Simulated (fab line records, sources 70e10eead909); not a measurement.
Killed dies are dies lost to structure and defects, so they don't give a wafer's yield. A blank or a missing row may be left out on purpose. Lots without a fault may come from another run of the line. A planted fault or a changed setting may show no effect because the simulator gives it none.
Tool commonality check | flow nand_harc | 12 lots, 36 wafers sampled

WHY IT WAS OPENED
At NHARC_A_BLC_CD_MEAS_10 the reading cd_nm is flagged on 2 of 12 lots. Wafers without a fault read 99.9 nm, standard deviation 0.77.
Rule: a lot is flagged when every wafer of it that has a number lies more than 4 standard deviations from that mean, or none has a number. The other lots count as sound.

lot  | measured     | on        | cd_nm (nm), wafer by wafer | flag
L567 | day 22 19:00 | cd_sem-03 | 98.6 99.3 98.3             |
L565 | day 23 00:57 | cd_sem-02 | 99.5 100.0 100.0           |
L570 | day 25 04:14 | cd_sem-01 | 99.6 100.0 99.2            |
L568 | day 25 12:44 | cd_sem-02 | 100.4 99.4 99.7            |
L571 | day 25 13:49 | cd_sem-03 | 99.6 100.8 101.3           |
L573 | day 25 23:43 | cd_sem-02 | 100.0 99.8 98.9            |
L574 | day 26 14:07 | cd_sem-03 | 101.2 100.0 100.6          |
L581 | day 29 00:28 | cd_sem-01 | 94.2 94.9 93.1             | FLAGGED
L583 | day 29 15:34 | cd_sem-01 | 93.8 93.7 93.7             | FLAGGED
L585 | day 30 08:44 | cd_sem-01 | 100.9 101.4 100.7          |
L587 | day 31 20:39 | cd_sem-02 | 100.2 99.8 100.3           |
L588 | day 32 04:37 | cd_sem-01 | 98.4 99.6 100.3            |
The numbers of the flagged lots are 93.9 nm on average: -6.0 nm against the usual, or -8 standard deviations.

WHICH TOOL RAN EACH LOT
The record holds 2 process steps before the reading, out of a route of 1302 steps. In each cell: the tool, then ch and the chambers that the sampled wafers went through, then the start.
lot  | flag    | NHARC_A_CONTACT_ETCH_139             | NHARC_A_BLC_DEVELOP_09
L567 |         | har_cap_etch-02 ch 0,1, day 22 14:55 | litho_track-06 ch 0, day 22 18:00
L565 |         | har_cap_etch-01 ch 0,1, day 22 21:12 | litho_track-01 ch 0, day 23 00:00
L570 |         | har_cap_etch-03 ch 0,1, day 25 00:29 | litho_track-01 ch 0, day 25 04:00
L568 |         | har_cap_etch-03 ch 0,1, day 25 09:07 | litho_track-06 ch 0, day 25 12:00
L571 |         | har_cap_etch-02 ch 0,1, day 25 10:17 | litho_track-01 ch 0, day 25 13:00
L573 |         | har_cap_etch-02 ch 0,1, day 25 20:11 | litho_track-06 ch 0, day 25 23:00
L574 |         | har_cap_etch-02 ch 0,1, day 26 10:31 | litho_track-01 ch 0, day 26 14:00
L581 | FLAGGED | har_cap_etch-01 ch 0,1, day 28 20:55 | litho_track-06 ch 0, day 29 00:00
L583 | FLAGGED | har_cap_etch-02 ch 0,1, day 29 11:35 | litho_track-06 ch 0, day 29 15:00
L585 |         | har_cap_etch-01 ch 0,1, day 30 05:05 | litho_track-01 ch 0, day 30 08:00
L587 |         | har_cap_etch-03 ch 0,1, day 31 17:04 | litho_track-01 ch 0, day 31 20:00
L588 |         | har_cap_etch-02 ch 0,1, day 32 00:59 | litho_track-04 ch 0, day 32 04:00
What these steps do:
- NHARC_A_CONTACT_ETCH_139: etches the open film in C4F8/O2/Ar, time 195 s, target depth 840 nm.
- NHARC_A_BLC_DEVELOP_09: develop time 35 s.
- NHARC_A_BLC_CD_MEAS_10: target cd 100 nm.

FLAGGED OVER TOTAL, TOOL BY TOOL (the gauges that took the reading come last)
step                     | tool            | lots run | flagged | share of the flagged lots | sound lots run after its first flagged lot
NHARC_A_CONTACT_ETCH_139 | har_cap_etch-01 | 3        | 1       | some                      | 1 (L585)
NHARC_A_CONTACT_ETCH_139 | har_cap_etch-02 | 6        | 1       | some                      | 1 (L588)
NHARC_A_CONTACT_ETCH_139 | har_cap_etch-03 | 3        | 0       | none                      | -
NHARC_A_BLC_DEVELOP_09   | litho_track-01  | 6        | 0       | none                      | -
NHARC_A_BLC_DEVELOP_09   | litho_track-04  | 1        | 0       | none                      | -
NHARC_A_BLC_DEVELOP_09   | litho_track-06  | 5        | 2       | all                       | 0
NHARC_A_BLC_CD_MEAS_10   | cd_sem-01       | 5        | 2       | all                       | 2 (L585,L588)
NHARC_A_BLC_CD_MEAS_10   | cd_sem-02       | 4        | 0       | none                      | -
NHARC_A_BLC_CD_MEAS_10   | cd_sem-03       | 3        | 0       | none                      | -

WHAT THE TABLE ALLOWS
2 rows of the table ran every flagged lot: litho_track-06 at NHARC_A_BLC_DEVELOP_09, cd_sem-01 at NHARC_A_BLC_CD_MEAS_10.
- litho_track-06 at NHARC_A_BLC_DEVELOP_09: 2 of its 5 lots flagged. Its last sound lot is L573 (day 25 23:00), its first flagged lot L581 (day 29 00:00): a fault that began between those two fits.
- cd_sem-01 at NHARC_A_BLC_CD_MEAS_10: 2 of its 5 lots flagged. Sound lots ran on it after the first flagged one (L585, L588), which a lasting fault on the whole tool wouldn't allow.
One tool is left: litho_track-06 at NHARC_A_BLC_DEVELOP_09.

WHAT THE SIMULATOR HAD PUT IN
Process parameter drift: litho_track-06, from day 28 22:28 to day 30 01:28, at NHARC_A_BLC_DEVELOP_09. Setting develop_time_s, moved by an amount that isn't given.
Lots struck among those shown: L581, L583. The rule above found the same.
